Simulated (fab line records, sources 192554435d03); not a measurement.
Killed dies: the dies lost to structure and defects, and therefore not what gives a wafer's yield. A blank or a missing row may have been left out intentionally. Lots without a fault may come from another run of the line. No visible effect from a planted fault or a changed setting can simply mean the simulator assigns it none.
Struck lot and sound lot, side by side | flow n5Finfet | 16 steps out of a route of 1938
Sound: these wafers, L997.2, L997.3, L997.4. Struck: wafer L100.2 (left out: L100.1, L100.3 of the same lot, which were not struck); the cause appears at the end.
Each step with rows lists, per side, the tool, then ch with its chambers, then its first start. Under that, the readings that differ: sound wafers | struck wafers | difference of the means | sigmas: that difference in standard deviations of wafers without a fault.
alike: a reading whose means differ by less than 2 such deviations, as well as words and numbers matching on both sides. not compared: withheld readings; readings where some wafer has no value; bounds like >300 that might hide an equal value; numbers whose values overlap and for which the record gives no deviation.
Wherever a step has rows on one side only, a row that says differs or no value, or a row with sigmas, the two part there. Numbers that don't overlap but have no deviation are shown without sigmas and don't part them. A reading that every wafer of one side lacks parts them only if that side has two wafers or more.

first, 2 steps without rows for these wafers: N5_BEOL_M0_CUTY_PEB_55 (peb time 60 s); N5_BEOL_M0_CUTY_DEVELOP_56 (develop time 30 s).
N5_BEOL_M0_CUTY_CD_MEAS_57: the cd target is 200 nm.
  sound on cdSem-02 ch 0, day 6 17:44; struck on cdSem-02 ch 0, day 7 20:15
  alike: cdNm
N5_BEOL_M0_CUTY_OVL_MEAS_58:
  sound on overlay-02 ch 0, day 6 17:46; struck on overlay-02 ch 0, day 7 20:17
  alike: M0_ABLK_OVL
N5_BEOL_M0_CUTY_INSPECT_59: inspects for defects (macro).
  struck on defectInspect-01, day 7 20:19; sound on defectInspect-02, day 6 17:47
  alike: rawDefectCount
N5_BEOL_M0_CUTY_DESCUM_61: chemistry O2, time 7.9 s.
  sound on rieDiel-05 ch 1,3, day 6 17:49; struck on rieDiel-03 ch 2, day 7 20:43
reading                      | sound          | struck | difference | sigmas
oesProductAu (a.u.)          | 0.71 0.73 0.72 | 0.93   | +0.21      | +2
showerheadPlenumPTorr (Torr) | 2.08 2.00 2.00 | 2.23   | +0.20      | +3
  alike: drypumpMotorCurrentA, rfVppV, throttleValvePct
  not compared: rfHoursCounterH
N5_BEOL_M0_CUTY_ETCH_62: etches SiARC in CF4, time 58.5 s.
  sound on rieDiel-05 ch 1,3, day 6 17:52; struck on rieDiel-03 ch 2, day 7 20:45
reading                      | sound             | struck | difference | sigmas
oesProductAu (a.u.)          | 0.62 0.62 0.62    | 0.80   | +0.18      | +2
showerheadPlenumPTorr (Torr) | 2.13 2.04 2.05    | 2.27   | +0.20      | +3
throttleValvePct (%)         | 16.04 15.85 15.83 | 15.41  | -0.50      | -2
  alike: drypumpMotorCurrentA, etchRfOnTimeS, rfVppV
  not compared: rfHoursCounterH
N5_BEOL_M0_CUTY_ETCH_63: etches SOC in N2/H2, target depth 82.7 nm, overetch 16.5 nm, time 124 s.
  sound on rieDiel-05 ch 1,3, day 6 17:54; struck on rieDiel-03 ch 2, day 7 20:48
reading                      | sound             | struck | difference | sigmas
rfVppV (V)                   | 524.1 519.3 520.8 | 527.9  | +6.5       | +3
showerheadPlenumPTorr (Torr) | 2.52 2.42 2.43    | 2.71   | +0.25      | +3
  alike: drypumpMotorCurrentA, oesProductAu, throttleValvePct
  not compared: rfHoursCounterH
then, 1 step without rows for these wafers: N5_BEOL_M0_CUTY_STRIP_64 (strips in N2/H2).
N5_BEOL_M0_ETCH_138: etches SiCN in CH3F/O2, target depth 12 nm, time 31.6 s.
  sound on rieDiel-05 ch 1,3, day 6 18:02; struck on rieDiel-03 ch 2, day 7 20:55
reading                      | sound             | struck | difference | sigmas
rfVppV (V)                   | 297.4 295.2 294.5 | 300.5  | +4.8       | +3
showerheadPlenumPTorr (Torr) | 1.98 1.90 1.90    | 2.13   | +0.20      | +3
  alike: drypumpMotorCurrentA, etchRfOnTimeS, oesProductAu, throttleValvePct
  not compared: rfHoursCounterH
then, 1 step without rows for these wafers: N5_BEOL_M0_HM_OPEN_105 (chemistry Cl2/BCl3, target TiN, target depth 12 nm).
N5_BEOL_M0_STRIP_140: strips in CF4.
  sound on rieDiel-03 ch 0,1,3, day 6 21:02; struck on rieDiel-03 ch 2, day 7 22:24
reading                      | sound             | struck | difference | sigmas
oesProductAu (a.u.)          | 0.71 0.75 0.69    | 0.91   | +0.19      | +2
rfHoursCounterH (h)          | 194 153 224       | 20     | -170       | 
rfVppV (V)                   | 268.9 269.3 270.8 | 274.2  | +4.5       | +3
showerheadPlenumPTorr (Torr) | 1.79 1.73 1.77    | 1.91   | +0.15      | +3
  alike: drypumpMotorCurrentA, powerW, throttleValvePct
N5_BEOL_M0_STRIP_104: strips in N2/H2.
  sound on rieDiel-03 ch 0,1,3, day 6 21:03; struck on rieDiel-03 ch 2, day 7 22:25
reading                      | sound             | struck | difference | sigmas
oesProductAu (a.u.)          | 0.72 0.76 0.70    | 0.94   | +0.21      | +2
powerW (W)                   | 450.2 448.3 448.4 | 381.9  | -67.1      | -52
rfHoursCounterH (h)          | 194 153 224       | 20     | -170       | 
showerheadPlenumPTorr (Torr) | 2.52 2.44 2.50    | 2.70   | +0.21      | +3
  alike: drypumpMotorCurrentA, rfVppV, throttleValvePct
then, 1 step without rows for these wafers: N5_BEOL_M0_WET_ETCH_106 (etches SiO2 in DHF, target depth 130 nm, rinse time 30 s).
-- a jump in the record: the struck wafers' starts before and after are 4 days apart (it breaks off in module BEOL_M0 and resumes in module BEOL_M4, where the first step shown is number 1111 of the route) --
N5_BEOL_M4_RC_MEAS_101:
  sound on prober-02 ch 0, day 11 03:17; struck on prober-01 ch 0, day 11 12:47
reading       | sound          | struck | difference | sigmas
DIBL_N (mV/V) | 32.6 34.8 34.6 | 36.9   | +2.9       | +2
  alike: DIBL_P, IOFF_N, IOFF_P, ION_N, ION_P, SS_N, SS_P, VT_N, VT_P
N5_PASSIVATION_PROBE_49:
  the record holds rows for the sound wafers here (prober-01, day 15 09:16) but none for the struck ones

## WHERE THEY PART
First at N5_BEOL_M0_CUTY_DESCUM_61; last, within this record, at N5_PASSIVATION_PROBE_49.

WHY: what had been put in by the simulator
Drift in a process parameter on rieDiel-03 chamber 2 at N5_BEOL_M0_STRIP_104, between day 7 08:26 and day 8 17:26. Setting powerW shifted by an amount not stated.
